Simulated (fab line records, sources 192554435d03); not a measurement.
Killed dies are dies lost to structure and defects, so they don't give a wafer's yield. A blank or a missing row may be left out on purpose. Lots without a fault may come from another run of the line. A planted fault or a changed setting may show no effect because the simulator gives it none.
Chamber matching | flow n5_finfet | N5_HKMG_FIN_ALD_71 on ald_metal-03: 4 sister chambers
The step deposits TiN, target thk 1 nm, pulse time 1 s, purge time 3 s. 8 wafers are shown with their chamber, then 11 later ones without.

WAFERS WITH THEIR CHAMBER
wafer  | chamber | heater_power_w (W) | precursor_pulse_height_rel
L083.4 | 0       | 835                | 1.020
L083.5 | 1       | 785                | 0.998
L084.4 | 0       | 806                | 0.991
L085.1 | 1       | 798                | 1.020
L085.6 | 2       | 906                | 1.004
L086.2 | 2       | 863                | 1.009
L086.6 | 3       | 855                | 0.972
L089.3 | 3       | 855                | 1.021

WAFERS WITHOUT THEIR CHAMBER
wafer  | heater_power_w (W) | precursor_pulse_height_rel
L089.4 | 779                | 0.991
L089.5 | 789                | 0.954
L090.2 | 783                | 1.016
L090.5 | 837                | 0.985
L090.6 | 852                | 0.996
L093.1 | 800                | 1.008
L093.2 | 829                | 1.024
L093.3 | 817                | 0.999
L093.4 | 875                | 1.044
L093.5 | 845                | 1.001
L093.6 | 831                | 1.013

WHICH CHAMBER EACH WENT THROUGH
wafer  | from the rows above               | in truth
L089.4 | can't be placed: 1 or 0           | 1
L089.5 | can't be placed: 1 or 0 or 3      | 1
L090.2 | can't be placed: 1 or 0           | 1
L090.5 | can't be placed: 3 or 0 or 1 or 2 | 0
L090.6 | can't be placed: 3 or 0 or 2      | 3
L093.1 | can't be placed: 1 or 0           | 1
L093.2 | can't be placed: 0 or 3 or 1      | 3
L093.3 | can't be placed: 0 or 1 or 3      | 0
L093.4 | can't be placed: 2 or 3 or 0      | 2
L093.5 | can't be placed: 3 or 0 or 2      | 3
L093.6 | can't be placed: 0 or 3 or 1      | 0
Placed correctly: 0 of 11. Can't be placed from these rows: 11 (the true chamber is among the candidates in 11). Placed wrongly: 0.
How it was worked out, from the rows above alone: a wafer's distance from a chamber is the root of the sum, over the readings, of the square of ((its reading less the chamber's mean) divided by the reading's scatter). The wafer belongs to the nearest chamber; if the next one is less than 2 further off, it can't be placed. A chamber's mean is the mean of its shown wafers. The scatter: the root of (the sum of the squares of (reading less its chamber's mean) over the shown wafers, divided by (wafers less chambers)).
